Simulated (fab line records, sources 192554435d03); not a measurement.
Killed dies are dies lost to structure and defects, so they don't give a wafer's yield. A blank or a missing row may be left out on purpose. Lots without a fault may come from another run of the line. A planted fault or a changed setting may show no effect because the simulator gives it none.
fab line records | flow n5_finfet
record lots=4 wafers=12 last_day=15
route steps=1938 shown GATE_CUT@490 MOL_CONTACT_COAG@517 PASSIVATION@1936
lots that met no fault: from a run of the same line without faults
start_h: hours from the record's first day to the start of the lot's first wafer shown | wait_h: hours since the lot's step before | " the same as in the row above | L1.1+2: a row that stands for several wafers | - no value, or no start given | * or withheld: withheld | < > ~ a bound
route shown NAME@n: a module of which the file shows steps, and the number in the route of the first | usual: mean/standard deviation of fault-free wafers | same: alike in all rows | chamber/n: place in a boat | sites: the reading at each site | _std_site: their standard deviation | _edge_site: outer sites' mean less inner sites' | radius_mm: how far each site lies from the wafer's centre | mask NAME#n: copy n | behind: the tool/chamber that last shaped the wafer | hold: why the lot was held/for how many hours/how that ended | device: the transistor (n, p or np) that didn't switch | end of line: the same wafers' tests at the end of the route | a step without rows: its recipe alone | killed: dies lost to structure and defects at the first sort, not the wafer's yield | map: a wafer's dies, x killed, . not, _ none there
set.NAME: the setting as run; set.NAME@STEP: as run at that earlier step | model.NAME: the simulator's own value behind a step, which no gauge read
lots at some steps of the route; a table a step, a row a wafer
## steps
# step N5_GATE_CUT_DESCUM_18
# recipe chemistry=O2 time_s=7 source_power_w=50 bias_power_w=20 pressure_mtorr=20 rf_frequency_hz=2.712e+07 temp_c=40 resist=CAR-EUV o2_flow_sccm=225
# step N5_GATE_CUT_ETCH_28
# recipe chemistry=N2/H2 target=underlayer target_depth_a=130 mask_material=CAR-EUV time_s=10.4 ion_energy_ev=200 pressure_mtorr=30 source_w=840 bias_w=150 n2_flow_sccm=200 h2_flow_sccm=200 ends=cleared
# step N5_GATE_CUT_ETCH_36
# recipe chemistry=CF4 target=SiARC target_depth_a=130 mask_material=CAR-EUV time_s=21.7 ion_energy_ev=80 pressure_mtorr=40 source_w=545 bias_w=36 Ar_flow_sccm=100 cf4_flow_sccm=100 ends=cleared
# step N5_GATE_CUT_ETCH_37
# recipe chemistry=N2/H2 target=SOC target_depth_a=600 overetch_a=120 mask_material=SiARC temp_c=40 time_s=90 ion_energy_ev=200 pressure_mtorr=30 source_w=840 bias_w=150 n2_flow_sccm=200 h2_flow_sccm=200
# step N5_GATE_CUT_STRIP_38
# recipe chemistry=N2/H2 temp_c=40 n2_flow_sccm=200 h2_flow_sccm=200 rf_frequency_hz=6e+07
# step N5_GATE_CUT_STRIP_39
# recipe chemistry=N2/H2 temp_c=40 n2_flow_sccm=200 h2_flow_sccm=200 rf_frequency_hz=6e+07
# step N5_GATE_CUT_HM_OPEN_40
# recipe chemistry=C4F6/O2 target=SiO2 mask_material=SiARC target_depth_a=1390 time_s=85.1 ion_energy_ev=250 pressure_mtorr=30 source_w=345 bias_w=185 Ar_flow_sccm=300 C4F6_flow_sccm=10 O2_flow_sccm=10 ends=cleared
# step N5_GATE_CUT_STRIP_41
# recipe chemistry=CF4 resist=SiARC power_w=300 bias_power_w=75 pressure_mtorr=50 cf4_flow_sccm=150 rf_frequency_hz=6e+07
# step N5_GATE_CUT_STRIP_42
# recipe chemistry=O2 power_w=400 temp_c=40 pressure_mtorr=30 rf_frequency_hz=6e+07 bias_power_w=0 overash_fraction=0.3 o2_flow_sccm=225
# step N5_GATE_CUT_ETCH_19
# recipe chemistry=CH3F/O2 target=SiNx mask_material=SiO2 target_depth_a=537 time_s=76.7 pressure_mtorr=30 source_w=395 bias_w=73 Ar_flow_sccm=150 CH3F_flow_sccm=30 O2_flow_sccm=20 ion_energy_ev=120 ends=cleared
# step N5_GATE_CUT_CUT_ETCH_53
# recipe chemistry=SF6/Cl2 target=W mask_material=SiO2 target_depth_a=792 pressure_mtorr=8 icp_w=900 bias_w=80 SF6_flow_sccm=40 Cl2_flow_sccm=60 ends=cleared
# step N5_GATE_CUT_CUT_ETCH_54
# recipe chemistry=Cl2/BCl3 target=TiN mask_material=SiO2 target_depth_a=967 pressure_mtorr=10 icp_w=1000 bias_w=126 Cl2_flow_sccm=53.25 bcl3_flow_sccm=21.75 Ar_flow_sccm=25 ends=cleared
# usual chamber_pressure_mTorr=10.000/0.009 drypump_motor_current_A=5.9/0.44 etch_rf_on_time_s=36.8/1.3 oes_product_au=0.65/0.095 throttle_valve_pct=22.32/0.25
# columns lot.wafer tool chamber start_h wait_h chamber_pressure_mTorr drypump_motor_current_A etch_rf_on_time_s oes_product_au rf_hours_counter_h throttle_valve_pct
L790.1 rie_metal-03 1 115.31 0.0 9.997 5.5 36.8 0.71 46 22.75
L790.2 " 0 " " 10.002 5.5 34.0 0.63 99 22.35
L790.4 " 1 " " 10.012 5.5 36.9 0.71 - 22.76
L791.3 rie_metal-02 1 115.56 0.0 9.995 6.4 37.8 0.57 - 22.05
L791.4 " 0 " " 9.999 6.4 37.5 0.87 - 22.33
L791.6 " 1 " " 9.999 6.4 37.9 0.58 - 22.02
L798.2 rie_metal-02 1 153.06 0.0 9.998 6.4 37.7 0.57 105 22.04
L798.3 " 0 " " 10.006 6.4 37.6 0.82 - 22.33
L798.5 " 1 " " 10.015 6.4 37.8 0.57 - 22.03
L800.2 rie_metal-02 0 168.16 0.0 10.001 6.4 37.1 0.82 6 22.34
L800.3 " 1 " " 9.999 6.4 37.9 0.57 - 22.02
L800.6 " 1 " " 9.997 6.4 37.2 0.57 - 22.02
# step N5_GATE_CUT_CUT_ETCH_55
# recipe chemistry=BCl3 target=HfO2 mask_material=SiO2 target_depth_a=32 ion_energy_ev=30 pressure_mtorr=5 icp_w=450 bias_w=18 bcl3_flow_sccm=80
# step N5_GATE_CUT_ETCH_47
# recipe chemistry=Cl2/BCl3 target=SiO2 target_depth_a=100 pressure_mtorr=10 icp_w=1000 bias_w=126 Cl2_flow_sccm=53.25 bcl3_flow_sccm=21.75 Ar_flow_sccm=25
# step N5_GATE_CUT_VAPOR_ETCH_48
# recipe chemistry=BCl3/Cl2 target=TiN mode=isotropic
# step N5_GATE_CUT_VAPOR_ETCH_49
# recipe chemistry=BCl3/Cl2 target=TiAlC mode=isotropic
# step N5_GATE_CUT_VAPOR_ETCH_51
# recipe chemistry=BCl3/Cl2 target=HfO2 mode=isotropic
# step N5_GATE_CUT_STRIP_21
# recipe chemistry=N2/H2 time_s=30 power_w=1000 temp_c=250 pressure_mtorr=withheld n2_flow_sccm=1750 h2_flow_sccm=3250
# step N5_GATE_CUT_STRIP_29
# recipe chemistry=post_etch_residue_remover time_s=60 temp_c=25 remover_ph=withheld remover_water_wt_pct=withheld remover_fluoride_wt_pct=withheld
# step N5_GATE_CUT_SRD_52
# recipe dry=ipa_marangoni time_s=30 temp_c=23 rinse_liquid=diw
# step N5_GATE_CUT_ALD_22
# recipe material=SiNx target_thk_a=160 temp_c=400 ald_precursor_family=SiH2I2 ald_co_reactant=N2/H2-plasma pulse_time_s=1 ald_cycles=320 purge_time_s=2 co_reactant_purge_time_s=2 pressure_torr=2
# step N5_GATE_CUT_CMP_23
# recipe stop_on=SiO2 t_overpolish_s=23.4 post_cmp_clean=alkaline_brush down_force_psi=2.5 platen_rpm=51.8 pad_velocity_m_s=1.0307 target_thk_nm=16
# step N5_GATE_CUT_CMP_43
# recipe material=SiO2 post_cmp_clean=rinse_only
# step N5_GATE_CUT_CMP_61
# recipe stop_on=SiNx t_overpolish_s=3 post_cmp_clean=alkaline_brush down_force_psi=4 platen_rpm=27.09 pad_velocity_m_s=0.539
# step N5_MOL_CONTACT_COAG_COAT_103
# recipe resist=SOC temp_c=250 time_s=60 spin_rpm=1500 resist_thk_nm=80
# step N5_MOL_CONTACT_COAG_COAT_104
# recipe resist=SiARC temp_c=220 time_s=60 spin_rpm=1500 resist_thk_nm=12
# step N5_MOL_CONTACT_COAG_COAT_58
# recipe resist=underlayer temp_c=205 time_s=60 spin_rpm=1500 resist_thk_nm=10
# step N5_MOL_CONTACT_COAG_COAT_02
# recipe resist=CAR-EUV spin_rpm=1500 resist_thk_nm=30
# step N5_MOL_CONTACT_COAG_EBR_04
# recipe solvent=PGMEA ebr_width_mm=1.5
# step N5_MOL_CONTACT_COAG_SOFTBAKE_03
# recipe temp_c=110 time_s=60 resist=CAR-EUV
# step N5_MOL_CONTACT_COAG_EXPOSE_05
# recipe mask_id=CA na=0.33 source_shape=annular sigma_inner=0.4 sigma_outer=0.8 polarization=unpolarized defocus_nm=0 dose_mj=38.25
# step N5_MOL_CONTACT_COAG_PEB_06
# recipe peb_temp_c=100 peb_time_s=60 resist=CAR-EUV
# step N5_MOL_CONTACT_COAG_DEVELOP_07
# recipe develop_time_s=30 developer=TMAH resist=CAR-EUV rinse_liquid=surfactant_rinse dry=air_spin dev_temp_c=23
# step N5_MOL_CONTACT_COAG_DESCUM_13
# recipe chemistry=O2 time_s=7 source_power_w=50 bias_power_w=20 pressure_mtorr=20 rf_frequency_hz=2.712e+07 temp_c=40 resist=CAR-EUV o2_flow_sccm=225
# step N5_MOL_CONTACT_COAG_ETCH_59
# recipe chemistry=N2/H2 target=underlayer target_depth_a=130 mask_material=CAR-EUV time_s=10.4 ion_energy_ev=200 pressure_mtorr=30 source_w=840 bias_w=150 n2_flow_sccm=200 h2_flow_sccm=200 ends=cleared
# step N5_PASSIVATION_PROBE_49
# usual killed_at_M0_to_M3=37/12 killed_at_M4_up=14/5.3 killed_at_contacts=12/6.2 killed_at_front_end=41/11 killed_at_other=3.7/2.9 killed_dies=107/17 killed_open=71/12 killed_short=34/7.9
# same gross_dies=1180 killed_at_back_side=0
# columns lot.wafer tool chamber start_h wait_h killed_at_M0_to_M3 killed_at_M4_up killed_at_contacts killed_at_front_end killed_at_other killed_dies killed_open killed_short
L791.3 prober-01 - 317.00 0.1 35 18 11 43 5 112 71 34
L791.4 prober-01 - 317.05 0.2 18 11 6 42 3 80 41 34
L791.6 prober-01 - 317.15 0.3 46 11 6 32 4 99 64 35
L790.1 prober-01 - 320.79 0.0 35 13 14 51 3 116 77 36
L790.2 prober-01 - 320.84 0.1 51 10 8 33 9 111 68 38
L790.4 prober-01 - 320.94 0.2 33 8 16 47 3 107 76 28
L798.3 prober-02 - 352.91 0.1 21 12 15 144 6 198 60 39
L800.2 prober-01 - 369.50 0.5 42 17 2 149 3 213 64 33
L800.3 prober-01 - 369.55 0.5 42 18 6 38 4 108 70 33
L800.6 prober-01 - 369.70 0.7 30 24 5 43 3 105 65 39
# killed by level:class
L791.3 BEOL_M2:geometric_particle:open=14 FIN_SAQP:geometric_particle:open=9 STI_FIN_REVEAL:geometric_particle:open=8 MOL_CONTACT_COAG:geometric_particle:open=7 FIN_SAQP:geometric_particle:short=6 HKMG_FIN:area_etch=6 ILD0:geometric_particle:short=5 BEOL_M5:geometric_particle:open=5
L791.4 FIN_SAQP:geometric_particle:short=13 STI_FIN_REVEAL:geometric_particle:open=7 BEOL_M0_SAQP:geometric_particle:short=7 DUMMY_GATE:geometric_particle:open=6 BEOL_M2:geometric_particle:open=5 HKMG_FIN:area_etch=5 FIN_SAQP:geometric_particle:open=4 MOL_CONTACT_COAG:geometric_particle:open=4
L791.6 BEOL_M3:geometric_particle:open=9 STI_FIN_REVEAL:geometric_particle:open=8 BEOL_M0_SAQP:geometric_particle:short=8 DUMMY_GATE:geometric_particle:open=6 BEOL_M0_SAQP:geometric_particle:open=6 BEOL_M1:geometric_particle:open=6 BEOL_M1:geometric_particle:short=6 MOL_CONTACT_COAG:geometric_particle:open=4
L790.1 FIN_SAQP:geometric_particle:open=13 MOL_CONTACT_COAG:geometric_particle:open=11 STI_FIN_REVEAL:geometric_particle:open=9 BEOL_M3:geometric_particle:open=9 BEOL_M0_SAQP:geometric_particle:open=8 FIN_SAQP:geometric_particle:short=7 STARTING-WAFER:geometric_particle:short=6 GATE_CUT:geometric_particle:short=5
L790.2 BEOL_M0_SAQP:geometric_particle:short=15 BEOL_M0_SAQP:geometric_particle:open=13 BEOL_M1:geometric_particle:open=9 FIN_SAQP:geometric_particle:open=7 STARTING-WAFER:geometric_particle:open=6 STI_FIN_REVEAL:geometric_particle:open=5 MOL_CONTACT_COAG:geometric_particle:open=4 BEOL_M3:geometric_particle:open=4
L790.4 FIN_SAQP:geometric_particle:open=13 MOL_CONTACT_COAG:geometric_particle:open=12 STI_FIN_REVEAL:geometric_particle:open=10 BEOL_M0_SAQP:geometric_particle:short=8 BEOL_M0_SAQP:geometric_particle:open=8 BEOL_M0:geometric_particle:open=6 STI_FIN_REVEAL:geometric_particle:short=4 MOL_CONTACT_COAG:geometric_particle:short=4
L798.3 GATE_CUT:unspecified=92 MOL_CONTACT_COAG:geometric_particle:open=12 STI_FIN_REVEAL:geometric_particle:open=7 FIN_SAQP:geometric_particle:short=6 FIN_SAQP:geometric_particle:open=6 DUMMY_GATE:geometric_particle:open=6 GATE_CUT:geometric_particle:short=6 BEOL_M0_SAQP:geometric_particle:open=6
L800.2 GATE_CUT:unspecified=112 FIN_SAQP:geometric_particle:open=17 BEOL_M0_SAQP:geometric_particle:short=15 BEOL_M0_SAQP:geometric_particle:open=11 BEOL_M4:geometric_particle:open=9 FIN_SAQP:geometric_particle:short=7 BEOL_M2:geometric_particle:open=7 BEOL_M1:geometric_particle:open=4
L800.3 FIN_SAQP:geometric_particle:open=12 BEOL_M4:geometric_particle:open=10 BEOL_M1:geometric_particle:open=10 BEOL_M0_SAQP:geometric_particle:open=9 FIN_SAQP:geometric_particle:short=8 BEOL_M0_SAQP:geometric_particle:short=7 BEOL_M2:geometric_particle:open=7 STI_FIN_REVEAL:geometric_particle:open=6
L800.6 FIN_SAQP:geometric_particle:short=14 BEOL_M2:geometric_particle:open=11 FIN_SAQP:geometric_particle:open=10 BEOL_M4:geometric_particle:open=9 BEOL_M0_SAQP:geometric_particle:short=8 BEOL_M8:geometric_particle:open=7 STI_FIN_REVEAL:geometric_particle:open=5 MOL_CONTACT_COAG:geometric_particle:open=4
# map L798.3 (x killed, . not)
_________________x........x..________________
______________............xx.x.._____________
___________.........x..............__________
__________.....x.................x.._________
________.x....................x......._______
_______............x.....x......x.x....______
______......x....x...................x.._____
_____............x..................x....____
____.x.....xx..x........x..x.x..x........x___
___............x........x.........x........__
___...x......x...x.x..x.......x........x...__
__.......x...x...............x..x..........._
__.........x.x.xxx..........x.x.x.........x._
_.........xx.xxx..........................x..
_.x....xxxxxxxxxxxx.x........xx....x.........
_....x.xxxxx.xxxxx............x.........x....
_...x...xxxxxxxxx.x...............x..........
_...x.xxxxxxxxxxx.....x..........x...x.......
_....x.xxxxxxxxxxxx.......................x..
_....x.xxxxxxxxxxx..x....x...................
_.x....x.xxxxxxxx.x........................x.
__........xxxx.x...................x........_
__x.........xx........................x....._
___......xx...................x............__
___......x.....x..........xx...............__
____........................xx..x.....x...___
_____...........x..x..x...x..x.........x.____
______.x..........................x.x..._____
_______..x..............x............x.______
________.....xx.............x........._______
__________x.................x......._________
___________x.....x..............x.x__________
______________.x................_____________
_________________....x.......________________
# map L800.2 (x killed, . not)
_________________.....x......________________
______________x............x...._____________
___________.........x......x.......__________
__________................x........._________
________.x........................x..._______
_______......................x........x______
______..............x.................x._____
_____..........x...........x...x.........____
____......x...............................___
___......xx..x...x..x........x...x..x......__
___...........x.....x.......x......x.x.....__
__.......x.x......x..............x.........._
__.......xx.x.x.................x.....x....x_
_......x..xxxxxxx..x.x.x.............xx....x.
_......x.xxxxxxxx........x.x..x..............
_...x.xxxxxxxxxxxxx......................x...
_....xxxxxxxxxxxx.x.x..x.....................
_....xxxxxxxxxxx.xxx........x................
_x...xxxxxxxxxxxxxx..x..x..x...........x.....
_......xxxxxxxxxxxx........x................x
_........xxxxxxxxx.x.x..x......x.............
__..x.x.xx.xxxxx..x........x............x.x._
__......xxxxx......x..x.............x......._
___.........x.x..........x.........x.......__
___....x........x......x....x..............__
____....x..x..........................x...___
_____......................x.............____
______x..............x....x........x...._____
_______..........x..x.x................______
________................xx....x......._______
__________......x.....x......x......_________
___________..xx..x..x..............__________
______________..xx.x...xx......._____________
_________________x...........________________
## key
first_sign step=N5_PASSIVATION_PROBE_49 reading=killed_at_front_end direction=up sigmas=9.8 usual=41 struck=146
effect step=N5_PASSIVATION_PROBE_49 reading=killed_dies direction=up sigmas=5.7 usual=107 struck=206
more_kills_born_at N5_GATE_CUT_CUT_ETCH_54@rie_metal-02=204
met_at N5_GATE_CUT_CUT_ETCH_54
struck_wafers L798.3,L800.2
tester_left_out L798,L800
onset_between 115.56 153.06
fault kind=chamber_particle_source tool=rie_metal-02 chamber=0 onset_h=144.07 steps=N5_GATE_CUT_CUT_ETCH_54 rate_per_visit_cm2=0.5001 end_h=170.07
# tester_left_out: of these lots the tester's yield and bins aren't shown, on N5 and GAA mostly nor the transistor test; their killed dies are dies lost to structure and defects alone, not to doping, threshold or leakage, so they don't give the yield
